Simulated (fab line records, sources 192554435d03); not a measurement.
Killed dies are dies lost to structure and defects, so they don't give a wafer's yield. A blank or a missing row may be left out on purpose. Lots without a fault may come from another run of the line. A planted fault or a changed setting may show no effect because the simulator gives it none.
Chamber matching | flow n5_finfet | N5_BEOL_M13_VIA_ETCH_16 on rie_diel-04: 4 sister chambers
The step etches SiOC in C4F8/O2/Ar, target depth 921.7 nm. 8 wafers are shown with their chamber, then 9 later ones without.

WAFERS WITH THEIR CHAMBER
wafer  | chamber | throttle_valve_pct (%) | showerhead_plenum_p_Torr (Torr)
L084.1 | 1       | 24.44                  | 3.68
L085.6 | 3       | 23.99                  | 3.50
L088.2 | 0       | 23.69                  | 3.59
L088.3 | 2       | 24.21                  | 3.44
L088.6 | 0       | 23.70                  | 3.59
L086.4 | 1       | 24.46                  | 3.67
L086.5 | 2       | 24.18                  | 3.43
L086.6 | 3       | 24.03                  | 3.50

WAFERS WITHOUT THEIR CHAMBER
wafer  | throttle_valve_pct (%) | showerhead_plenum_p_Torr (Torr)
L092.1 | 24.00                  | 3.50
L092.4 | 23.72                  | 3.58
L092.5 | 23.71                  | 3.58
L093.1 | 24.21                  | 3.43
L093.4 | 24.01                  | 3.49
L093.5 | 24.20                  | 3.43
L095.1 | 24.02                  | 3.49
L095.3 | 24.46                  | 3.66
L095.4 | 23.71                  | 3.58

WHICH CHAMBER EACH WENT THROUGH
wafer  | from the rows above | in truth
L092.1 | 3                   | 3
L092.4 | 0                   | 0
L092.5 | 0                   | 0
L093.1 | 2                   | 2
L093.4 | 3                   | 3
L093.5 | 2                   | 2
L095.1 | 3                   | 3
L095.3 | 1                   | 1
L095.4 | 0                   | 0
Placed correctly: 9 of 9. Can't be placed from these rows: 0. Placed wrongly: 0.
How it was worked out, from the rows above alone: a wafer's distance from a chamber is the root of the sum, over the readings, of the square of ((its reading less the chamber's mean) divided by the reading's scatter). The wafer belongs to the nearest chamber; if the next one is less than 2 further off, it can't be placed. A chamber's mean is the mean of its shown wafers. The scatter: the root of (the sum of the squares of (reading less its chamber's mean) over the shown wafers, divided by (wafers less chambers)).
